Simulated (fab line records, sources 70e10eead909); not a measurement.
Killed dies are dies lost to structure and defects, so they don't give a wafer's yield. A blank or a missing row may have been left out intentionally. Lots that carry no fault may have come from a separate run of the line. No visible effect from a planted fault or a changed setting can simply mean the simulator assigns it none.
fab line records	flow nand-harc
[record] lots = 13	wafers = 39	last-day = 33
route steps=1302 shown A_WL_FILL@954 A_CONTACT@983 END@1302
lots with no fault: from the same line, run without faults
start-h: the number of hours between the record's first day and the start of the first shown wafer of the lot	wait-h: how many hours have passed since the lot's step before this one	" the same as in the row above	L1.1+2: several wafers, shown together as one row	- value missing, or start not given	* or withheld: withheld	< > ~ a bound
route shown NAME@n: NAME is a module with steps in the file, n the number in the route of the first one	usual: the fault-free wafers' mean and standard deviation	same: alike in all rows	chamber/n: place in a boat	sites: per-site readings	_std_site: standard deviation of those values	_edge_site: the outer-site mean with the inner-site mean subtracted	radius-mm: for every site, how far away it sits from the centre of the wafer	mask NAME#n: copy n	behind: the tool/chamber that last shaped the wafer	hold: the reason the lot was held/the length of the hold in hours/how it ended	device: the transistor (n, p or np) that didn't switch	end of line: tests run on the same wafers once the route is complete	a step with no rows: only its recipe	killed: not the wafer's yield, but the dies lost to structure and defects at the first sort	map: a wafer's dies, marking killed ones x, the rest . and places with no die _
set.NAME: the setting as run; set.NAME@STEP: as run at that earlier step	model.NAME: the simulator's own value behind a step, which no gauge read
a sample of lots followed through the steps of the route, with each step as a table and each wafer as a row
services: when a tool's chamber went out of use (start-h, in hours from the record's first day, below 0 if earlier), for how many hours, and the reason
[[steps]]
[step NHARC_A_WL_FILL_ALD_02]
[recipe] target-thk-a = 20	pulse-time-s = 3	ald-cycles = 100	temp-c = 450	material = TiN
[usual] heater-power-w = 1054/99	precursor-pulse-height-rel = 0.999/0.019
lot.wafer	tool	chamber	start-h	wait-h	heater-power-w	precursor-pulse-height-rel
L445.4	ald-metal-04	0	461.34	0.2	1133	0.978
L445.3	"	1	"	"	1047	0.983
L445.6	"	3	"	"	1013	1.000
L446.4	ald-metal-03	0	461.60	0.1	1098	0.979
L446.2	"	3	"	"	946	0.984
L446.5	"	0	"	"	1076	1.050
L447.4	ald-metal-02	0	492.67	0.1	961	1.002
L447.1	"	2	"	"	1255	1.021
L447.5	"	0	"	"	942	0.967
L451.3	ald-metal-04	0	542.84	0.2	1077	0.984
L451.2	"	1	"	"	1029	1.002
L451.6	"	3	"	"	1066	0.987
L458.2	ald-metal-02	2	596.39	0.2	1217	0.998
L458.3	"	1	"	"	1174	0.992
L458.6	"	2	"	"	1265	0.984
L459.1	ald-metal-04	2	615.50	0.3	1050	1.009
L459.2	"	3	"	"	1080	1.012
L459.4	"	3	"	"	1032	0.995
L461.1	ald-metal-03	3	615.57	0.4	838	1.007
L461.3	"	1	"	"	983	1.017
L461.5	"	2	"	"	1094	0.981
L462.4	ald-metal-03	2	619.14	0.1	1103	0.986
L462.3	"	0	"	"	985	0.976
L462.6	"	1	"	"	953	1.001
L460.4	ald-metal-02	0	629.16	0.1	899	0.994
L460.3	"	1	"	"	1116	1.014
L460.6	"	0	"	"	894	1.025
L463.4	ald-metal-03	0	644.63	0.1	984	1.009
L463.1	"	2	"	"	1083	1.002
L463.5	"	0	"	"	995	0.983
L464.4	ald-metal-03	0	670.83	0.2	997	0.992
L464.6	"	2	"	"	1083	0.997
L464.5	"	3	"	"	821	0.970
L466.4	ald-metal-02	1	675.35	0.2	1095	1.007
L466.1	"	3	"	"	1050	0.949
L466.6	"	0	"	"	913	1.034
L468.4	ald-metal-04	0	694.37	0.1	1102	1.022
L468.2	"	1	"	"	1053	1.037
L468.6	"	3	"	"	1019	0.980
[step NHARC_A_WL_FILL_CVD_03]
[recipe] target-thk-a = 400	temp-c = 300	pressure-torr = 40	wf6-flow-sccm = 40	h2-flow-sccm = 1600	ar-flow-sccm = 1560	time-s = 279	material = W
[usual] heater-power-w = 458/27	throttle-valve-pct = 7.80/0.19
lot.wafer	tool	chamber	start-h	wait-h	heater-power-w	throttle-valve-pct
L445.3	cvd-w-01	1	461.81	0.2	438	8.14
L445.4	"	0	"	"	470	7.84
L445.6	"	1	"	"	424	7.92
L446.2	cvd-w-01	1	462.04	0.1	427	7.69
L446.4	"	1	"	"	438	7.74
L446.5	"	1	"	"	427	7.45
L447.1	cvd-w-02	1	493.16	0.1	449	7.66
L447.4	"	1	"	"	452	7.78
L447.5	"	0	"	"	508	7.65
L451.2	cvd-w-01	0	543.25	0.1	462	7.93
L451.3	"	0	"	"	464	7.93
L451.6	"	1	"	"	425	7.86
L458.2	cvd-w-02	0	596.86	0.1	512	7.56
L458.3	"	1	"	"	455	7.87
L458.6	"	1	"	"	452	8.18
L459.2	cvd-w-02	0	615.97	0.1	492	7.74
L459.1	"	1	"	"	438	8.07
L459.4	"	0	"	"	526	7.57
L461.1	cvd-w-01	1	616.03	0.1	428	7.96
L461.3	"	0	"	"	458	7.85
L461.5	"	1	"	"	428	7.86
L462.3	cvd-w-02	1	619.65	0.2	441	7.83
L462.4	"	0	"	"	499	7.66
L462.6	"	1	"	"	461	8.13
L460.3	cvd-w-01	0	629.67	0.2	463	7.83
L460.4	"	1	"	"	426	8.10
L460.6	"	1	"	"	434	7.82
L463.1	cvd-w-02	1	645.08	0.1	452	7.79
L463.4	"	1	"	"	436	7.53
L463.5	"	0	"	"	476	7.40
L464.4	cvd-w-01	1	671.29	0.2	434	7.86
L464.5	"	1	"	"	419	7.99
L464.6	"	0	"	"	450	7.93
L466.1	cvd-w-02	0	675.75	0.1	483	7.69
L466.4	"	0	"	"	475	7.81
L466.6	"	0	"	"	487	7.42
L468.2	cvd-w-01	0	694.76	0.1	465	7.90
L468.4	"	0	"	"	453	8.06
L468.6	"	0	"	"	454	8.08
[step NHARC_A_WL_FILL_ALD_10]
[recipe] target-thk-a = 500	pulse-time-s = 10	ald-cycles = 500	temp-c = 300	material = SiO2
[usual] heater-power-w = 468/54	precursor-pulse-height-rel = 1.001/0.022
lot.wafer	tool	chamber	start-h	wait-h	heater-power-w	precursor-pulse-height-rel
L445.3	ald-hk-03	0	467.36	0.1	454	0.978
L445.4	"	2	469.42	2.1	451	1.014
L445.6	"	1	472.50	5.2	494	1.034
L446.4	ald-hk-02	2	468.39	1.1	418	1.049
L446.2	"	3	469.42	2.1	526	0.965
L446.5	"	2	472.51	5.2	414	1.026
L447.1	ald-hk-03	0	506.72	1.1	442	1.004
L447.4	"	1	"	"	501	1.012
L447.5	"	3	508.26	2.6	393	1.014
L451.3	ald-hk-02	0	548.84	0.0	527	0.988
L451.2	"	2	549.87	1.1	400	1.022
L451.6	"	0	550.90	2.1	519	1.001
L458.3	ald-hk-03	3	606.27	1.4	358	1.015
L458.2	"	0	"	"	450	1.008
L458.6	"	2	607.83	2.9	450	1.004
L459.2	ald-hk-02	3	624.22	0.1	527	1.052
L459.1	"	1	626.31	2.1	525	0.983
L459.4	"	2	627.36	3.2	397	1.005
L461.1	ald-hk-03	1	625.54	1.4	494	0.998
L461.3	"	3	626.57	2.4	364	0.986
L461.5	"	1	627.60	3.4	486	1.003
L462.3	ald-hk-04	0	625.83	1.7	521	1.032
L462.4	"	1	"	"	490	0.976
L462.6	"	1	628.39	4.2	467	1.000
L460.3	ald-hk-02	0	636.62	0.0	512	0.988
L460.4	"	1	637.64	1.1	519	1.000
L460.6	"	0	640.71	4.1	522	0.997
L463.1	ald-hk-04	3	651.72	1.1	481	1.001
L463.4	"	0	"	"	513	0.982
L463.5	"	1	"	"	483	1.036
L464.4	ald-hk-03	0	678.85	1.6	446	0.968
L464.5	"	1	"	"	494	1.007
L464.6	"	2	"	"	451	0.984
L466.1	ald-hk-03	2	682.33	0.1	460	0.962
L466.4	"	3	"	"	373	1.024
L466.6	"	3	684.90	2.6	376	1.006
L468.2	ald-hk-03	2	705.01	1.1	457	0.985
L468.4	"	3	"	"	371	1.030
L468.6	"	0	"	"	445	1.015
[step NHARC_A_CONTACT_DEP_24]
[recipe] target-thk-a = 5000	temp-c = 400	pressure-torr = 6.5	rf-w = 900	teos-flow-sccm = 161.4	flow-sccm = 2650	target-thk-nm = 500	gas = O2	material = SiO2
[usual] heater-power-w = 585/86	mfc-precursor-sccm = 161.3/0.5	throttle-valve-pct = 16.1/0.51
lot.wafer	tool	chamber	start-h	wait-h	heater-power-w	mfc-precursor-sccm	throttle-valve-pct
L445.3	pecvd-04	0	481.77	0.1	462	161.6	15.2
L445.4	"	2	"	"	729	161.1	16.5
L445.6	"	1	"	"	625	161.5	16.0
L446.2	pecvd-01	0	481.90	0.2	533	161.8	16.5
L446.4	"	1	"	"	662	160.7	15.5
L446.5	"	2	"	"	570	161.5	16.3
L447.1	pecvd-04	2	517.01	0.2	600	161.8	16.1
L447.5	"	1	"	"	654	161.1	16.6
L447.4	"	2	"	"	634	161.2	16.4
L451.2	pecvd-04	2	560.53	0.4	616	160.9	16.3
L451.3	"	0	"	"	590	177.8	15.6
L451.6	"	2	"	"	658	161.5	16.6
L458.2	pecvd-03	0	616.41	0.1	513	161.4	16.4
L458.3	"	1	"	"	718	162.2	15.8
L458.6	"	0	"	"	553	160.7	16.5
L462.3	pecvd-03	2	637.03	0.1	440	161.5	15.4
L462.4	"	2	"	"	466	160.4	15.6
L462.6	"	1	"	"	634	161.3	16.0
L461.1	pecvd-01	1	637.16	0.1	729	159.9	15.4
L461.3	"	2	"	"	491	161.6	16.7
L461.5	"	2	"	"	537	161.8	16.9
L459.2	pecvd-03	1	637.40	0.2	669	160.4	16.1
L459.1	"	0	"	"	597	161.4	16.4
L459.4	"	0	"	"	599	161.8	16.8
L460.4	pecvd-01	1	650.96	0.2	727	160.0	15.4
L460.3	"	2	"	"	443	161.2	16.6
L460.6	"	2	"	"	479	161.0	16.8
L463.1	pecvd-04	2	662.06	0.2	723	162.1	16.5
L463.4	"	1	"	"	562	161.8	16.1
L463.5	"	2	"	"	561	161.3	16.7
L464.4	pecvd-04	0	688.69	0.2	587	161.2	15.5
L464.5	"	1	"	"	618	162.0	16.2
L464.6	"	2	"	"	595	160.3	16.8
L466.1	pecvd-04	1	693.63	0.1	638	161.7	16.3
L466.6	"	1	"	"	496	161.3	16.4
L466.4	"	2	"	"	715	162.0	16.7
L468.2	pecvd-03	1	716.63	0.2	728	161.1	15.9
L468.4	"	2	"	"	453	161.7	15.4
L468.6	"	1	"	"	588	161.5	16.4
[step NHARC_END_SORT_01]
[recipe] temp-c = 25
[usual] killed-at-array = 56/18	killed-at-other = 1.4/1.5	killed-at-periphery = 4/3.1	killed-dies = 61/19	killed-open = 3.5/1.8	killed-short = 2.4/1.4
[same] gross-dies = 677
lot.wafer	tool	chamber	start-h	wait-h	killed-at-array	killed-at-other	killed-at-periphery	killed-dies	killed-open	killed-short
L458.2	prober-02	0	701.93	2.8	29	3	2	34	2	2
L458.3	prober-02	0	702.73	3.1	36	2	3	41	5	5
L458.6	prober-02	0	705.12	4.0	34	2	2	38	5	3
L459.1	prober-02	0	729.28	2.5	50	1	4	55	2	2
L459.2	prober-02	0	730.06	2.8	52	1	3	56	6	6
L459.4	prober-02	0	731.63	3.3	48	4	3	55	4	1
L460.4	prober-01	0	740.98	3.4	46	1	4	51	3	2
// killed by level:class
L458.2 A_CHANNEL_HOLE_D1:chamber-film-flake=10 A_CONTACT:chamber-film-flake=5 A_CHANNEL_HOLE_D2:chamber-film-flake=4 A_SLIT:chamber-film-flake=3 A_WL_FILL:chamber-film-flake=3 HYBRID_BOND:chamber-film-flake=2 P_CONTACT:geometric-particle:open=1 A_CHANNEL_HOLE_D2:geometric-particle:short=1
L458.3 A_CHANNEL_HOLE_D1:chamber-film-flake=18 A_CONTACT:chamber-film-flake=6 A_CHANNEL_FILL_D1:geometric-particle:short=2 A_STAIRCASE:chamber-film-flake=2 P_STI:geometric-particle:open=1 P_CONTACT:geometric-particle:short=1 A_CHANNEL_FILL_D1:geometric-particle:open=1 A_CHANNEL_HOLE_D2:geometric-particle:open=1
L458.6 A_CHANNEL_HOLE_D1:chamber-film-flake=14 A_SGD_CUT:geometric-particle:open=3 A_SLIT:chamber-film-flake=3 A_WL_FILL:chamber-film-flake=3 A_CHANNEL_HOLE_D2:chamber-film-flake=2 A_STAIRCASE:chamber-film-flake=2 P_CONTACT:geometric-particle:short=1 A_CHANNEL_FILL_D1:geometric-particle:short=1
L459.1 A_CHANNEL_HOLE_D2:chamber-film-flake=21 A_SLIT:chamber-film-flake=11 A_CHANNEL_HOLE_D1:chamber-film-flake=8 P_GATE:chamber-film-flake=3 A_STAIRCASE:chamber-film-flake=2 A_ONON_D1:geometric-particle:open=1 A_ONON_D2:geometric-particle:short=1 A_WL_FILL:geometric-particle:short=1
L459.2 A_CHANNEL_HOLE_D2:chamber-film-flake=15 A_CHANNEL_HOLE_D1:chamber-film-flake=11 A_SLIT:chamber-film-flake=10 A_BLC:chamber-film-flake=4 A_WL_FILL:geometric-particle:short=3 A_ONON_D2:geometric-particle:open=2 P_CONTACT:geometric-particle:short=1 A_ONON_D1:geometric-particle:short=1
L459.4 A_CHANNEL_HOLE_D2:chamber-film-flake=17 A_CHANNEL_HOLE_D1:chamber-film-flake=10 A_SLIT:chamber-film-flake=5 A_CONTACT:chamber-film-flake=5 A_STAIRCASE:chamber-film-flake=3 THIN_TSV:chamber-film-flake=3 A_BLC:chamber-film-flake=2 P_STI:geometric-particle:short=1
L460.4 A_CHANNEL_HOLE_D1:chamber-film-flake=29 P_ZERO_WELL:chamber-film-flake=4 A_SLIT:chamber-film-flake=3 A_ZERO_WELL:chamber-film-flake=2 A_STAIRCASE:chamber-film-flake=2 A_WL_FILL:chamber-film-flake=2 A_CONTACT:chamber-film-flake=2 A_SOURCE_PLATE:geometric-particle:short=1
[[services]]
tool	chamber	start-h	hours	kind
ald-metal-03	3	441.02	2.0	repair
pecvd-04	-	450.14	13.0	pm
cvd-w-02	-	450.91	13.0	pm
ald-metal-04	-	474.05	10.0	pm
cvd-w-01	-	475.25	0.5	repair
ald-metal-03	1	477.15	2.9	repair
pecvd-03	-	486.13	2.0	repair
ald-metal-04	-	524.97	1.2	repair
cvd-w-02	1	529.33	10.0	repair
ald-hk-02	-	531.74	10.0	pm
pecvd-03	-	547.09	13.0	pm
cvd-w-01	-	547.41	13.0	pm
ald-metal-04	2	550.15	3.2	repair
ald-metal-02	3	553.14	7.5	repair
ald-metal-03	3	557.90	42.5	repair
ald-hk-02	-	565.07	0.7	repair
ald-metal-03	-	568.00	10.0	pm
ald-hk-03	-	570.97	10.0	pm
cvd-w-01	1	617.87	3.4	repair
cvd-w-02	-	626.41	0.9	repair
pecvd-04	-	631.14	13.0	pm
cvd-w-02	-	631.91	13.0	pm
cvd-w-01	1	662.11	7.9	repair
pecvd-04	-	704.21	0.9	repair
[[key]]
[first-sign] step = NHARC_A_CONTACT_DEP_24	reading = mfc-precursor-sccm	direction = up	sigmas = 33	usual = 161.3	struck = 177.8
effect none on later readings
met-at NHARC_A_CONTACT_DEP_24
struck-lots L451
struck-wafers L451.3
tester-left-out L451
not-acting-at NHARC_A_WL_FILL_ALD_02,NHARC_A_WL_FILL_CVD_03,NHARC_A_WL_FILL_ALD_10
onset-between 481.77 560.53
[fault] kind = process-parameter-drift	tool = pecvd-04	chamber = 0	onset-h = 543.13	steps = NHARC_A_CONTACT_DEP_24	channel = teos-flow-sccm	offset = *	shape = step	end-h = 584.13	acts-in = *	stated = *
// tester-left-out: of these lots the tester's yield and bins aren't shown, on N5 and GAA mostly nor the transistor test; their killed dies are dies lost to structure and defects alone, not to doping, threshold or leakage, so they don't give the yield
